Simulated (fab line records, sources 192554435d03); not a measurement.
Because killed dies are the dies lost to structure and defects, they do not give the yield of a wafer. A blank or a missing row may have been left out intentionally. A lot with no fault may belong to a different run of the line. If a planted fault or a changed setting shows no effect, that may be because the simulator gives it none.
fab line records    flow n5_finfet
[record] lots = 7  wafers = 21  last_day = 17
route steps=1938 shown BEOL_M15@1811 PASSIVATION@1936
lots that met no fault: from a run of the same line without faults
start_h: hours from the record's opening day to when the first of the lot's shown wafers began    wait_h: hours since the lot's step before    " unchanged from the row above    L1.1+2: a row that stands for several wafers    - either no value or no given start    * or withheld: withheld    < > ~ a bound
route shown NAME@n: a module of which the file shows steps, and the number in the route of the first    usual: mean and standard deviation over wafers with no fault    same: alike in all rows    chamber/n: place in a boat    sites: readings site by site    _std_site: standard deviation of those values    _edge_site: inner sites' mean taken away from outer sites' mean    radius_mm: how far each site lies from the wafer's centre    mask NAME#n: copy n    behind: the most recent tool/chamber to have shaped the wafer    hold: the reason the lot was held/the length of the hold in hours/how it ended    device: the n, p or np transistor that did not switch    end of line: tests of these same wafers at the route's end    step lacking rows: just its recipe    killed: dies that structure and defects cost at the first sort, which is not the same as the wafer's yield    map: shows each die of a wafer: x if killed, . if not, _ if none is there
set.NAME: setting as actually run; set.NAME@STEP: the setting as run at that earlier step    model.NAME: the simulator's own value behind a step, which no gauge read
lots seen at some steps along the route; tables by step, rows by wafer
services: from which hour (start_h, from the record's first day; less than 0 if before it) a tool's chamber was out of use, for how many hours, and why
[[steps]]
[step N5_BEOL_M15_STRIP_36]
[recipe] chemistry = O2  power_w = 600  temp_c = 60  pressure_mtorr = 30  rf_frequency_hz = 6e+07  bias_power_w = 0  overash_fraction = 0.3  o2_flow_sccm = 225
[step N5_BEOL_M15_STRIP_62]
[recipe] chemistry = O2  power_w = 600  temp_c = 60  pressure_mtorr = 30  rf_frequency_hz = 6e+07  bias_power_w = 0  overash_fraction = 0.3  o2_flow_sccm = 225
[usual] drypump_motor_current_A = 5.9/0.36  o2_flow_sccm = 225.1/0.67  oes_product_au = 0.79/0.088  rf_vpp_V = 3.6/0.47  showerhead_plenum_p_Torr = 2.09/0.092  throttle_valve_pct = 16.64/0.28
lot.wafer  tool         chamber  start_h  wait_h  drypump_motor_current_A  o2_flow_sccm  oes_product_au  rf_hours_counter_h  rf_vpp_V  showerhead_plenum_p_Torr  throttle_valve_pct
L487.1     rie_diel-02  3        -        -       6.2                      224.4         0.80            111                 4.2       2.00                      16.38
L487.3     "            1        "        "       6.0                      225.8         0.66            235                 3.0       2.00                      16.90
L487.6     "            3        "        "       6.2                      224.7         0.81            -                   3.9       2.00                      16.41
L489.2     rie_diel-02  0        -        -       5.3                      225.6         0.72            192                 3.1       2.09                      16.77
L489.3     "            1        "        "       6.0                      225.4         0.66            241                 3.3       2.00                      16.90
L489.6     "            2        "        "       5.7                      225.8         0.82            -                   3.7       2.19                      16.62
L488.2     rie_diel-06  1        -        -       5.8                      224.3         1.02            1                   3.3       2.24                      16.52
L488.3     "            3        "        "       6.4                      225.2         0.86            55                  3.9       2.06                      16.26
L488.6     "            0        "        "       6.3                      225.1         0.83            -                   3.8       2.13                      16.79
L491.3     rie_diel-02  1        -        -       6.0                      224.3         0.67            244                 3.6       2.00                      16.91
L491.4     "            2        "        "       5.7                      224.0         0.82            83                  4.1       2.19                      16.62
L491.6     "            1        "        "       6.0                      224.8         0.66            -                   3.5       2.00                      16.90
L492.1     rie_diel-05  3        -        -       5.9                      224.2         0.74            199                 3.9       2.14                      16.94
L492.2     "            0        "        "       5.5                      225.0         0.83            100                 3.2       2.04                      16.38
L492.6     "            2        "        "       6.0                      224.4         0.72            -                   3.0       1.91                      16.47
L498.2     rie_diel-02  3        -        -       6.2                      225.5         0.78            135                 3.8       1.99                      16.44
L498.4     "            0        "        "       5.2                      225.1         0.70            211                 3.4       2.08                      16.83
L498.5     "            0        "        "       5.2                      225.6         0.71            -                   4.5       2.08                      16.84
L501.2     rie_diel-06  2        -        -       5.6                      225.8         0.71            212                 3.3       2.15                      16.51
L501.3     "            0        "        "       6.3                      225.2         0.79            115                 3.0       2.12                      16.83
L501.6     "            2        "        "       5.6                      226.1         0.71            -                   3.7       2.15                      16.52
[step N5_BEOL_M15_STRIP_37]
[recipe] chemistry = O2  power_w = 600  temp_c = 60  pressure_mtorr = 30  rf_frequency_hz = 6e+07  bias_power_w = 0  overash_fraction = 0.3  o2_flow_sccm = 225
[usual] drypump_motor_current_A = 5.9/0.36  o2_flow_sccm = 225.0/0.62  oes_product_au = 0.79/0.09  rf_vpp_V = 3.7/0.59  showerhead_plenum_p_Torr = 2.09/0.092  throttle_valve_pct = 16.64/0.28
lot.wafer  tool         chamber  start_h  wait_h  drypump_motor_current_A  o2_flow_sccm  oes_product_au  rf_hours_counter_h  rf_vpp_V  showerhead_plenum_p_Torr  throttle_valve_pct
L487.1     rie_diel-02  3        -        -       6.2                      224.7         0.79            111                 3.8       2.00                      16.40
L487.3     "            1        "        "       6.0                      224.8         0.67            235                 3.1       2.00                      16.88
L487.6     "            3        "        "       6.2                      224.9         0.81            -                   3.9       2.00                      16.39
L489.2     rie_diel-02  0        -        -       5.2                      225.6         0.73            192                 3.9       2.09                      16.78
L489.3     "            1        "        "       6.1                      226.0         0.66            241                 3.0       2.00                      16.88
L489.6     "            2        "        "       5.6                      224.8         0.83            -                   2.8       2.19                      16.63
L488.2     rie_diel-06  1        -        -       5.8                      223.9         1.03            1                   3.4       2.24                      16.50
L488.3     "            3        "        "       6.4                      225.5         0.84            55                  3.9       2.06                      16.26
L488.6     "            0        "        "       6.3                      225.7         0.83            -                   4.0       2.13                      16.77
L491.3     rie_diel-02  1        -        -       6.0                      225.4         0.66            244                 2.7       2.00                      16.92
L491.4     "            2        "        "       5.7                      225.6         0.84            83                  3.4       2.19                      16.65
L491.6     "            1        "        "       6.0                      225.5         0.66            -                   4.1       2.00                      16.92
L492.1     rie_diel-05  3        -        -       5.9                      225.7         0.73            199                 3.9       2.14                      16.94
L492.2     "            0        "        "       5.5                      225.6         0.84            100                 4.3       2.04                      16.38
L492.6     "            2        "        "       6.0                      224.1         0.72            -                   4.1       1.91                      16.43
L498.2     rie_diel-02  3        -        -       6.2                      224.2         0.79            135                 3.8       1.99                      16.41
L498.4     "            0        "        "       5.2                      225.3         0.71            211                 3.1       2.08                      16.82
L498.5     "            0        "        "       5.2                      224.0         0.72            -                   4.7       2.08                      16.82
L501.2     rie_diel-06  2        -        -       5.6                      224.5         0.71            212                 4.4       2.15                      16.51
L501.3     "            0        "        "       6.3                      223.7         0.80            115                 2.7       2.12                      16.81
L501.6     "            2        "        "       5.6                      224.2         0.71            -                   2.2       2.15                      16.51
[step N5_BEOL_M15_ETCH_38]
[recipe] chemistry = CF4/N2  target = SiCN  target_depth_a = 1064  taper_deg = 2  time_s = 120.5  ion_energy_ev = 150  mask_material = SiO2  pressure_mtorr = 40  source_w = 430  bias_w = 70  Ar_flow_sccm = 100  cf4_flow_sccm = 60  n2_flow_sccm = 60
[step N5_BEOL_M15_PRECLEAN_39]
[recipe] chemistry = residue_remover  time_s = 60  temp_c = 40
[step N5_BEOL_M15_SRD_40]
[recipe] time_s = 30  temp_c = 23  rinse_liquid = diw  dry = n2_spin  spin_rpm = 1500  dry_time_s = 30
[step N5_BEOL_M15_DEGAS_41]
[recipe] ambient = vacuum  temp_c = 300  time_s = 60
[step N5_BEOL_M15_PRE_CLEAN_42]
[recipe] gas = H2/He  time_s = 30  temp_c = 300
[usual] heater_power_w = 452/49  susceptor_temp_C = 299.99/0.19
lot.wafer  tool            chamber  start_h  wait_h  heater_power_w  susceptor_temp_C
L487.1     pvd_sputter-03  -        297.73   0.0     570             299.96
L487.3     "               -        "        "       466             299.90
L487.6     "               -        "        "       472             300.02
L489.2     pvd_sputter-02  -        308.24   0.0     402             299.83
L489.3     "               -        "        "       451             300.05
L489.6     "               -        "        "       407             299.89
L488.2     pvd_sputter-02  -        310.30   0.0     447             300.11
L488.3     "               -        "        "       450             299.94
L488.6     "               -        "        "       406             299.75
L491.3     pvd_sputter-02  -        317.33   0.0     392             300.24
L491.4     "               -        "        "       478             299.90
L491.6     "               -        "        "       449             300.10
L492.1     pvd_sputter-01  -        336.53   0.0     518             299.66
L492.2     "               -        "        "       380             299.90
L492.6     "               -        "        "       388             299.77
L498.2     pvd_sputter-01  -        366.55   0.0     516             300.33
L498.4     "               -        "        "       381             300.04
L498.5     "               -        "        "       405             299.89
L501.2     pvd_sputter-02  -        392.04   0.0     448             300.16
L501.3     "               -        "        "       475             300.01
L501.6     "               -        "        "       403             299.78
[step N5_BEOL_M15_SPUTTER_43]
[recipe] material = TaN  target_thk_a = 150  temp_c = 50  bias_v = 168.6  power_w = 15000  chamber_pressure_pa = 0.12  time_s = 24.19
[step N5_BEOL_M15_SPUTTER_44]
[recipe] material = Ta  target_thk_a = 150  temp_c = 50  bias_v = 80  power_w = 15000  chamber_pressure_pa = 0.07  time_s = 24.19
[step N5_BEOL_M15_SPUTTER_45]
[recipe] material = Cu  target_thk_a = 1000  temp_c = -20  bias_v = 60  power_w = 26000  chamber_pressure_pa = 0.13  time_s = 16.67
[usual] susceptor_temp_C = -20.01/0.1  throttle_valve_pct = 30.5/0.93
lot.wafer  tool            chamber  start_h  wait_h  susceptor_temp_C  throttle_valve_pct
L487.1     pvd_sputter-03  -        297.93   0.0     -20.13            29.5
L487.3     "               -        "        "       -20.05            30.6
L487.6     "               -        "        "       -20.14            30.5
L489.2     pvd_sputter-02  -        308.44   0.0     -20.11            29.5
L489.3     "               -        "        "       -19.97            32.5
L489.6     "               -        "        "       -20.01            29.3
L488.2     pvd_sputter-02  -        310.50   0.0     -20.05            30.8
L488.3     "               -        "        "       -19.81            32.6
L488.6     "               -        "        "       -20.11            29.4
L491.3     pvd_sputter-02  -        317.53   0.0     -20.03            29.7
L491.4     "               -        "        "       -20.12            29.3
L491.6     "               -        "        "       -20.00            32.6
L492.1     pvd_sputter-01  -        336.73   0.0     -19.81            29.7
L492.2     "               -        "        "       -20.01            30.8
L492.6     "               -        "        "       -20.06            30.7
L498.2     pvd_sputter-01  -        366.75   0.0     -19.89            29.7
L498.4     "               -        "        "       -20.00            30.8
L498.5     "               -        "        "       -19.93            30.3
L501.2     pvd_sputter-02  -        392.24   0.0     -20.06            31.0
L501.3     "               -        "        "       -20.06            29.1
L501.6     "               -        "        "       -20.02            29.4
[step N5_BEOL_M15_ECD_47]
[recipe] material = Cu  target_thk_a = 18600
[step N5_BEOL_M15_ANNEAL_48]
[recipe] temp_c = 225  time_s = 90  ambient = N2
[usual] wafer_temp_C_max = 226.32/0.29
lot.wafer  tool           chamber  start_h  wait_h  wafer_temp_C_max
L487.1     rtp_anneal-02  0        298.29   0.2     226.25
L487.3     "              0        "        "       226.48
L487.6     "              0        "        "       225.74
L489.2     rtp_anneal-02  0        308.85   0.2     235.53
L489.3     "              0        "        "       235.35
L489.6     "              0        "        "       235.76
L488.2     rtp_anneal-02  0        311.40   0.7     235.59
L488.3     "              0        "        "       236.17
L488.6     "              0        "        "       235.49
L491.3     rtp_anneal-02  0        318.13   0.3     234.75
L491.4     "              0        "        "       235.30
L491.6     "              0        "        "       235.92
L492.1     rtp_anneal-01  0        337.09   0.2     226.12
L492.2     "              0        "        "       226.22
L492.6     "              0        "        "       226.06
L498.2     rtp_anneal-01  0        367.16   0.2     226.07
L498.4     "              0        "        "       226.01
L498.5     "              0        "        "       226.42
L501.2     rtp_anneal-02  0        392.82   0.4     226.26
L501.3     "              0        "        "       226.85
L501.6     "              0        "        "       226.40
[step N5_BEOL_M15_CMP_49]
[recipe] stop_on = SiO2  t_overpolish_s = 4.9  down_force_psi = 2  platen_rpm = 80  clearing_platen_down_force_psi = 2  clearing_platen_rpm = 80  post_cmp_clean = cu_alkaline  target_thk_nm = 850  clearing_platen_pad_velocity_m_s = 1.5917  pad_velocity_m_s = 1.5917
[usual] barrier_field_endpoint_s = 11.4/0.38  motor_current_A = 8.4/0.74  overpolish_run_s = 4.900/0.0081
[same] t_overpolish_s = 4.9
lot.wafer  tool    chamber  start_h  wait_h  barrier_field_endpoint_s  motor_current_A  overpolish_run_s
L487.1     cmp-01  2        298.66   0.3     11.7                      8.3              4.908
L487.3     "       3        "        "       12.0                      8.6              4.906
L487.6     "       1        "        "       11.1                      8.8              4.902
L489.3     cmp-01  0        309.14   0.2     10.6                      7.3              4.902
L489.2     "       2        "        "       11.4                      8.0              4.915
L489.6     "       3        "        "       11.4                      8.9              4.899
L488.2     cmp-02  3        311.66   0.2     11.1                      7.7              4.904
L488.3     "       1        "        "       12.1                      9.0              4.901
L488.6     "       3        "        "       11.5                      7.5              4.907
L491.4     cmp-04  2        318.34   0.1     11.8                      7.9              4.915
L491.3     "       1        "        "       11.2                      7.8              4.910
L491.6     "       3        "        "       11.4                      8.6              4.895
L492.2     cmp-04  2        337.38   0.2     11.5                      7.8              4.911
L492.1     "       3        "        "       10.9                      9.1              4.892
L492.6     "       3        "        "       11.3                      8.7              4.915
L498.2     cmp-04  0        367.48   0.3     11.2                      7.3              4.870
L498.4     "       1        "        "       11.1                      7.7              4.901
L498.5     "       3        "        "       11.2                      8.9              4.891
L501.3     cmp-02  1        393.07   0.2     12.2                      8.9              4.909
L501.2     "       0        "        "       11.7                      9.7              4.897
L501.6     "       2        "        "       11.7                      9.0              4.904
[step N5_PASSIVATION_PROBE_49]
[usual] defect_limited_yield = 91.1/1.4  killed_at_M0_to_M3 = 36/9.9  killed_at_M4_up = 13/5.8  killed_at_contacts = 14/5.9  killed_at_front_end = 39/11  killed_at_other = 3.4/2.9  killed_dies = 105/17  killed_open = 70/13  killed_short = 34/7.3  sort_bin_5_function = 5.3/1  sort_bin_6_memory = 3.3/0.62  sort_bin_8_speed = 0.01/0.057  sort_n_pass = 1075/17  sort_yield_pct = 91.1/1.4
[same] gross_dies = 1180  killed_at_back_side = 0  sort_bin_4_leakage[%] = 0
lot.wafer  tool       chamber  start_h  wait_h  defect_limited_yield[%]  killed_at_M0_to_M3  killed_at_M4_up  killed_at_contacts  killed_at_front_end  killed_at_other  killed_dies  killed_open  killed_short  sort_bin_5_function[%]  sort_bin_6_memory[%]  sort_bin_8_speed[%]  sort_n_pass  sort_yield_pct[%]
L487.1     prober-02  -        314.57   0.0     89.0                     48                  20               14                  46                   2                130          95           32            7.3                     3.3                   0                    1050         89.0
L487.3     prober-02  -        314.67   0.1     89.4                     57                  12               14                  39                   3                125          93           31            6.8                     3.7                   0                    1055         89.4
L487.6     prober-02  -        314.82   0.3     90.8                     37                  18               10                  43                   0                108          76           31            5.2                     3.7                   0                    1072         90.8
L489.2     prober-01  -        322.70   0.1     91.9                     34                  10               13                  32                   6                95           55           40            4.3                     3.6                   0                    1085         91.9
L489.3     prober-01  -        322.75   0.1     92.4                     13                  8                17                  51                   1                90           54           36            4.7                     2.5                   0                    1090         92.4
L489.6     prober-01  -        322.90   0.3     91.8                     21                  14               14                  48                   0                97           69           27            4.6                     3.4                   0                    1083         91.8
L488.2     prober-02  -        327.89   0.1     91.9                     47                  6                10                  30                   2                95           61           34            4.7                     3.1                   0                    1085         91.9
L488.3     prober-02  -        327.94   0.1     91.7                     45                  9                9                   33                   2                98           63           35            4.2                     3.8                   0                    1082         91.7
L488.6     prober-02  -        328.09   0.3     91.5                     44                  13               5                   37                   1                100          67           32            5.3                     3.2                   0                    1080         91.5
L491.3     prober-02  -        333.66   0.5     92.8                     45                  6                10                  23                   1                85           54           30            3.9                     3.2                   0                    1095         92.8
L491.4     prober-02  -        333.71   0.5     92.2                     33                  21               14                  23                   1                92           63           29            4.8                     2.6                   0                    1088         92.2
L491.6     prober-02  -        333.81   0.6     93.6                     39                  10               6                   20                   0                75           55           19            4.0                     2.4                   0                    1105         93.6
L492.1     prober-01  -        353.71   0.0     93.5                     19                  7                11                  35                   5                77           50           26            3.2                     3.0                   0                    1103         93.5
L492.2     prober-01  -        353.76   0.1     92.7                     30                  8                14                  27                   7                86           49           32            3.9                     3.2                   0.08                 1093         92.6
L492.6     prober-01  -        353.96   0.3     90.8                     30                  16               7                   51                   4                108          69           37            4.7                     3.9                   0.08                 1071         90.8
L498.2     prober-02  -        385.75   0.1     89.5                     32                  18               12                  48                   14               124          81           40            6.5                     3.6                   0                    1056         89.5
L498.4     prober-02  -        385.85   0.2     91.2                     25                  16               19                  37                   7                104          80           23            5.2                     3.5                   0                    1076         91.2
L498.5     prober-02  -        385.90   0.2     91.6                     23                  14               13                  42                   7                99           63           29            4.7                     3.3                   0                    1081         91.6
L501.2     prober-01  -        411.06   0.1     91.5                     33                  24               15                  26                   2                100          68           31            4.9                     3.5                   0                    1080         91.5
L501.3     prober-01  -        411.11   0.1     91.0                     24                  24               10                  47                   1                106          72           32            5.7                     3.1                   0                    1074         91.0
L501.6     prober-01  -        411.26   0.3     92.5                     19                  12               15                  39                   4                89           56           33            4.1                     3.1                   0                    1091         92.5
// killed by level:class
L487.1 FIN_SAQP:geometric_particle:open=15 BEOL_M1:geometric_particle:open=14 MOL_CONTACT_COAG:geometric_particle:open=11 FIN_SAQP:geometric_particle:short=9 BEOL_M4:geometric_particle:open=9 BEOL_M0_SAQP:geometric_particle:short=8 STI_FIN_REVEAL:geometric_particle:open=7 DUMMY_GATE:geometric_particle:open=6
L487.3 BEOL_M3:geometric_particle:open=20 FIN_SAQP:geometric_particle:open=17 BEOL_M1:geometric_particle:open=13 MOL_CONTACT_COAG:geometric_particle:open=11 BEOL_M0:geometric_particle:open=8 BEOL_M0_SAQP:geometric_particle:short=7 DUMMY_GATE:geometric_particle:open=5 STARTING-WAFER:geometric_particle:short=5
L487.6 BEOL_M1:geometric_particle:open=9 BEOL_M2:geometric_particle:open=9 FIN_SAQP:geometric_particle:open=7 DUMMY_GATE:geometric_particle:open=7 MOL_CONTACT_COAG:geometric_particle:open=7 BEOL_M0_SAQP:geometric_particle:open=7 FIN_SAQP:geometric_particle:short=6 GATE_CUT:geometric_particle:short=5
L489.2 MOL_CONTACT_COAG:geometric_particle:open=10 BEOL_M0_SAQP:geometric_particle:open=8 BEOL_M0_SAQP:geometric_particle:short=7 STI_FIN_REVEAL:geometric_particle:open=6 GATE_CUT:geometric_particle:short=6 BEOL_M1:geometric_particle:short=6 BEOL_M2:geometric_particle:open=5 GATE_CUT:geometric_particle:open=4
L489.3 MOL_CONTACT_COAG:geometric_particle:open=13 FIN_SAQP:geometric_particle:short=11 FIN_SAQP:geometric_particle:open=10 STI_FIN_REVEAL:geometric_particle:open=5 BEOL_M1:geometric_particle:short=5 GATE_CUT:geometric_particle:short=5 DUMMY_GATE:geometric_particle:open=4 BEOL_M3:geometric_particle:open=4
L489.6 MOL_CONTACT_COAG:geometric_particle:open=14 STI_FIN_REVEAL:geometric_particle:open=13 FIN_SAQP:geometric_particle:short=9 BEOL_M2:geometric_particle:open=7 BEOL_M4:geometric_particle:open=6 GATE_CUT:geometric_particle:short=5 ILD0:geometric_particle:open=4 BEOL_M0_SAQP:geometric_particle:short=4
L488.2 BEOL_M0_SAQP:geometric_particle:open=13 BEOL_M0_SAQP:geometric_particle:short=12 BEOL_M3:geometric_particle:open=9 STI_FIN_REVEAL:geometric_particle:open=8 MOL_CONTACT_COAG:geometric_particle:open=7 FIN_SAQP:geometric_particle:short=4 ILD0:geometric_particle:open=4 BEOL_M1:geometric_particle:open=4
L488.3 BEOL_M2:geometric_particle:open=10 FIN_SAQP:geometric_particle:short=9 BEOL_M1:geometric_particle:open=9 BEOL_M0_SAQP:geometric_particle:short=8 MOL_CONTACT_COAG:geometric_particle:open=8 BEOL_M0_SAQP:geometric_particle:open=8 STI_FIN_REVEAL:geometric_particle:open=6 BEOL_M2:geometric_particle:short=5
L488.6 BEOL_M1:geometric_particle:open=11 STI_FIN_REVEAL:geometric_particle:open=10 BEOL_M0_SAQP:geometric_particle:short=9 BEOL_M0_SAQP:geometric_particle:open=9 BEOL_M2:geometric_particle:open=7 STARTING-WAFER:geometric_particle:short=6 BEOL_M4:geometric_particle:open=5 DUMMY_GATE:geometric_particle:open=4
L491.3 BEOL_M0_SAQP:geometric_particle:short=9 MOL_CONTACT_COAG:geometric_particle:open=8 BEOL_M0_SAQP:geometric_particle:open=7 BEOL_M2:geometric_particle:open=7 BEOL_M3:geometric_particle:open=7 BEOL_M0:geometric_particle:open=6 FIN_SAQP:geometric_particle:short=5 BEOL_M1:geometric_particle:open=4
L491.4 MOL_CONTACT_COAG:geometric_particle:open=11 BEOL_M4:geometric_particle:open=11 BEOL_M0_SAQP:geometric_particle:open=8 BEOL_M2:geometric_particle:open=6 DUMMY_GATE:geometric_particle:open=5 GATE_CUT:geometric_particle:short=5 BEOL_M0:geometric_particle:open=5 BEOL_M3:geometric_particle:open=5
L491.6 BEOL_M2:geometric_particle:open=10 BEOL_M3:geometric_particle:open=9 BEOL_M0_SAQP:geometric_particle:short=8 STARTING-WAFER:geometric_particle:open=7 BEOL_M4:geometric_particle:open=7 MOL_CONTACT_COAG:geometric_particle:open=6 DUMMY_GATE:geometric_particle:open=5 BEOL_M0_SAQP:geometric_particle:open=4
L492.1 FIN_SAQP:geometric_particle:open=9 FIN_SAQP:geometric_particle:short=8 MOL_CONTACT_COAG:geometric_particle:open=8 BEOL_M3:geometric_particle:open=5 STI_FIN_REVEAL:geometric_particle:open=4 BEOL_M2:geometric_particle:open=4 BEOL_M4:geometric_particle:open=4 STARTING-WAFER:geometric_particle:open=4
L492.2 MOL_CONTACT_COAG:geometric_particle:open=11 BEOL_M0_SAQP:geometric_particle:short=10 FIN_SAQP:geometric_particle:open=5 BEOL_M1:geometric_particle:open=5 BEOL_M2:geometric_particle:open=5 DUMMY_GATE:geometric_particle:open=4 MOL_CONTACT_COAG:geometric_particle:short=3 BEOL_M0_SAQP:geometric_particle:open=3
L492.6 STI_FIN_REVEAL:geometric_particle:open=10 BEOL_M3:geometric_particle:open=9 FIN_SAQP:geometric_particle:open=8 FIN_SAQP:geometric_particle:short=7 BEOL_M1:geometric_particle:open=7 BEOL_M4:geometric_particle:open=6 MOL_CONTACT_COAG:geometric_particle:open=5 STARTING-WAFER:geometric_particle:open=5
L498.2 STI_FIN_REVEAL:geometric_particle:open=20 BEOL_M2:geometric_particle:open=12 MOL_CONTACT_COAG:geometric_particle:short=6 MOL_CONTACT_COAG:geometric_particle:open=6 BEOL_M4:geometric_particle:open=6 FIN_SAQP:geometric_particle:open=5 BEOL_M8:geometric_particle:open=5 BEOL_M0_SAQP:geometric_particle:short=5
L498.4 STI_FIN_REVEAL:geometric_particle:open=19 BEOL_M0_SAQP:geometric_particle:open=16 MOL_CONTACT_COAG:geometric_particle:open=14 BEOL_M4:geometric_particle:open=7 FIN_SAQP:geometric_particle:open=6 MOL_CONTACT_COAG:geometric_particle:short=5 BEOL_M0_SAQP:geometric_particle:short=5 PASS1_CAP:geometric_particle:open=3
L498.5 STI_FIN_REVEAL:geometric_particle:open=19 MOL_CONTACT_COAG:geometric_particle:open=12 BEOL_M0_SAQP:geometric_particle:short=9 BEOL_M0_SAQP:geometric_particle:open=7 STI_FIN_REVEAL:geometric_particle:short=5 FIN_SAQP:geometric_particle:open=4 FIN_SAQP:geometric_particle:short=4 BEOL_M3:geometric_particle:open=4
L501.2 MOL_CONTACT_COAG:geometric_particle:open=12 BEOL_M3:geometric_particle:open=10 BEOL_M4:geometric_particle:open=10 STI_FIN_REVEAL:geometric_particle:open=6 DUMMY_GATE:geometric_particle:open=6 FIN_SAQP:geometric_particle:short=5 BEOL_M0_SAQP:geometric_particle:open=5 BEOL_M0_SAQP:geometric_particle:short=5
L501.3 FIN_SAQP:geometric_particle:short=11 STI_FIN_REVEAL:geometric_particle:open=11 BEOL_M4:geometric_particle:open=11 DUMMY_GATE:geometric_particle:open=10 MOL_CONTACT_COAG:geometric_particle:open=9 BEOL_M2:geometric_particle:open=7 BEOL_M3:geometric_particle:open=7 BEOL_M0_SAQP:geometric_particle:short=4
L501.6 STI_FIN_REVEAL:geometric_particle:open=12 MOL_CONTACT_COAG:geometric_particle:open=9 BEOL_M2:geometric_particle:open=7 MOL_CONTACT_COAG:geometric_particle:short=6 FIN_SAQP:geometric_particle:short=5 DUMMY_GATE:geometric_particle:open=5 BEOL_M4:geometric_particle:open=5 FIN_SAQP:geometric_particle:open=4
[[services]]
tool            chamber  start_h  hours  kind
rie_diel-02     0        278.05   4.4    repair
cmp-04          -        280.31   0.6    repair
cmp-02          -        281.29   4.0    pm
rie_diel-05     -        298.29   4.3    pm
rie_diel-06     2        307.35   1.8    repair
rie_diel-06     2        309.34   9.4    repair
cmp-04          -        312.68   0.7    repair
cmp-01          -        333.27   0.5    repair
rie_diel-02     1        337.28   -      clean
rie_diel-02     1        337.28   -      consumable_replace:focus_ring
rie_diel-02     1        337.28   -      consumable_replace:showerhead
rie_diel-02     1        337.28   20.4   scheduled_down
cmp-04          -        342.31   2.2    repair
cmp-01          -        343.67   0.3    repair
cmp-04          -        344.71   2.0    repair
rie_diel-02     3        348.17   1.7    repair
cmp-02          -        349.15   2.3    repair
rie_diel-06     3        351.73   3.7    repair
cmp-02          -        361.45   0.9    repair
rie_diel-05     0        365.05   20.0   repair
rie_diel-06     0        370.50   2.6    repair
pvd_sputter-02  -        371.63   0.5    repair
cmp-04          -        385.68   4.4    repair
cmp-01          -        389.19   2.3    repair
[[key]]
[first_sign] step = N5_BEOL_M15_ANNEAL_48  reading = wafer_temp_C_max  direction = up  sigmas = 32  usual = *  struck = *
effect none on later readings
met_at N5_BEOL_M15_ANNEAL_48
struck_wafers L488.2,L488.3,L488.6,L489.2,L489.3,L489.6,L491.3,L491.4,L491.6
onset_between 298.29 308.85
[fault] kind = process_parameter_drift  tool = rtp_anneal-02  chamber = -  onset_h = 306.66  steps = N5_BEOL_M15_ANNEAL_48  channel = temp_c  offset = *  shape = step  end_h = 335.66  acts_in = *  stated = *
